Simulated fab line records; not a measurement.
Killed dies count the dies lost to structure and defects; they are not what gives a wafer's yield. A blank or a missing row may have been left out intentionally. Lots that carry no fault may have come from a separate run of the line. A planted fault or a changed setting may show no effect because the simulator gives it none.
Struck lot and sound lot, side by side || flow n5-finfet || 13 out of 1938 route steps
Sound: the wafers L299.1, L299.4, L299.6. Struck: wafer L317.3. (L317.1, L317.2 of the same lot were not struck and are left out.) The cause comes at the end.
Order at every step that has rows: each side's tool, ch and its chambers, its first start. Under that, the readings that differ: sound wafers || struck wafers || difference of the means || sigmas: that difference in standard deviations of wafers without a fault.
alike: same words and numbers on both sides, and readings whose means sit less than 2 such deviations apart. not compared: any withheld reading, any reading some wafer has no value for, any bound like >300 that may hide the same value, and any number with overlapping values for which the record gives no deviation.
Wherever a step has rows on one side only, a row that says differs or no value, or a row with sigmas, the two part there. Numbers that have no deviation but don't overlap get no sigmas and don't part them. A reading missing from all wafers of one side parts the sides only when that side holds two or more wafers.

first, 9 steps without rows for these wafers: N5_BEOL_M1_SOFTBAKE_23 (time 60 s); N5_BEOL_M1_EXPOSE_25 (exposes mask V0, defocus 5 nm, target cd 24 nm); N5_BEOL_M1_PEB_26 (peb time 60 s); N5_BEOL_M1_DEVELOP_27 (develop time 30 s); N5_BEOL_M1_DESCUM_33 (chemistry O2, time 7 s); N5_BEOL_M1_ETCH_77 (etches underlayer in N2/H2, target depth 6.5 nm, time 5.2 s); N5_BEOL_M1_ETCH_69 (etches SiARC in CF4, target depth 15.6 nm, time 26 s); N5_BEOL_M1_ALD_98 (deposits SiO2, target thk 2.5 nm, pulse time 1 s, co reactant pulse time 1 s); N5_BEOL_M1_ETCHBACK_99 (etches SiO2 in CHF3, target depth 5 nm, time 10.4 s).
N5_BEOL_M1_ETCH_70: etches SOC in N2/H2, target depth 80 nm, overetch 16 nm, time 120 s.
  sound on rie-diel-04 ch 1,2,3, day 11 07:49; struck on rie-diel-05 ch 1, day 11 10:59
{"reading": "bias-w (W)", "sound": "151.2 150.0 149.8", "struck": 157.7, "difference": "+7.4", "sigmas": "+18"}
{"reading": "drypump-motor-current-A (A)", "sound": "5.4 5.0 5.0", "struck": 6.2, "difference": "+1.1", "sigmas": "+3"}
{"reading": "rf-vpp-V (V)", "sound": "522.3 526.5 524.9", "struck": 540.5, "difference": "+15.9", "sigmas": "+7"}
{"reading": "model.SiARC_of_BEOL_M1_COAT_68.thk-nm (nm)", "sound": "6.4 6.2 6.8", "struck": 6, "difference": "+0", "sigmas": ""}
  alike: chamber-pressure-mTorr, oes-product-au, showerhead-plenum-p-Torr, throttle-valve-pct
  not compared: rf-hours-counter-h
then, 1 step without rows for these wafers: N5_BEOL_M1_STRIP_71 (strips in N2/H2).
-- here the record skips 2 days between the struck wafers' starts before and after, leaving off in module BEOL_M1 and picking up in module BEOL_M4 (first step shown: number 1111 of the route) --
N5_BEOL_M4_RC_MEAS_101:
  sound on prober-02 ch 0, day 13 19:34; struck on prober-01 ch 0, day 13 16:40
{"reading": "ION_N (uA/um)", "sound": "672 681 674", "struck": 648, "difference": -28, "sigmas": -3}
{"reading": "ION_P (uA/um)", "sound": "467 469 466", "struck": 443, "difference": -24, "sigmas": -3}
{"reading": "VT_P (mV)", "sound": "-247 -248 -247", "struck": -254, "difference": -7, "sigmas": -2}
  alike: DIBL_N, DIBL_P, IOFF_N, IOFF_P, SS_N, SS_P, VT_N
after that, 1 step had no rows for these wafers: N5_PASSIVATION_PROBE_49.

== WHERE THEY PART ==
Last at N5_BEOL_M4_RC_MEAS_101 as far as this record goes, first at N5_BEOL_M1_ETCH_70.

WHY: whatever the simulator had introduced
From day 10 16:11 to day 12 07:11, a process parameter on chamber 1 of rie-diel-05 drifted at N5_BEOL_M1_ETCH_70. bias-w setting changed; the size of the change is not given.
